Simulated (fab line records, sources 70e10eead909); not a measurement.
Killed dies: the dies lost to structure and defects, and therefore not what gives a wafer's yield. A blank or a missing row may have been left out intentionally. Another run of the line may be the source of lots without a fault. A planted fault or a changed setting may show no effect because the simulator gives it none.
Matching of chambers / flow nandHarc / NHARC_A_STAIRCASE_DEP_301 on pecvd-02 has 3 sister chambers
The step deposits SiON, target thk 30 nm. 3 wafers are shown with their chamber, then 9 later ones without.

## WAFERS PAIRED WITH THEIR CHAMBERS
wafer=L077.5; chamber=1; showerheadVppV (V)=1068
wafer=L081.2; chamber=0; showerheadVppV (V)=1281
wafer=L081.6; chamber=2; showerheadVppV (V)=1025

## WAFERS MISSING THEIR CHAMBER
wafer=L086.1; showerheadVppV (V)=1084
wafer=L086.5; showerheadVppV (V)=1289
wafer=L086.6; showerheadVppV (V)=1023
wafer=L093.1; showerheadVppV (V)=1015
wafer=L093.3; showerheadVppV (V)=1095
wafer=L093.4; showerheadVppV (V)=1062
wafer=L095.1; showerheadVppV (V)=1080
wafer=L095.2; showerheadVppV (V)=1314
wafer=L095.4; showerheadVppV (V)=1025

## WHICH CHAMBER EACH WENT THROUGH
wafer=L086.1; from the rows above=1; in truth=1
wafer=L086.5; from the rows above=0; in truth=0
wafer=L086.6; from the rows above=2; in truth=2
wafer=L093.1; from the rows above=2; in truth=2
wafer=L093.3; from the rows above=1; in truth=1
wafer=L093.4; from the rows above=can't be placed: 1 or 2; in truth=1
wafer=L095.1; from the rows above=1; in truth=1
wafer=L095.2; from the rows above=0; in truth=0
wafer=L095.4; from the rows above=2; in truth=2
8 of 9 placed correctly. Cannot be placed on the basis of these rows: 1; the candidates contain the true chamber in 1. Number placed wrongly: 0.
How it was worked out, from the rows above alone: a wafer's distance from a chamber is the root of the sum, over the readings, of the square of ((its reading less the chamber's mean) divided by the reading's scatter). If the next closest chamber is less than 2 further off than the closest, the wafer can't be placed; otherwise it belongs to the closest. The mean given for a chamber averages the wafers shown for that chamber. The scatter: with one shown wafer a chamber, the root of the mean of the squares of how far each hidden wafer lies from its nearest shown one.
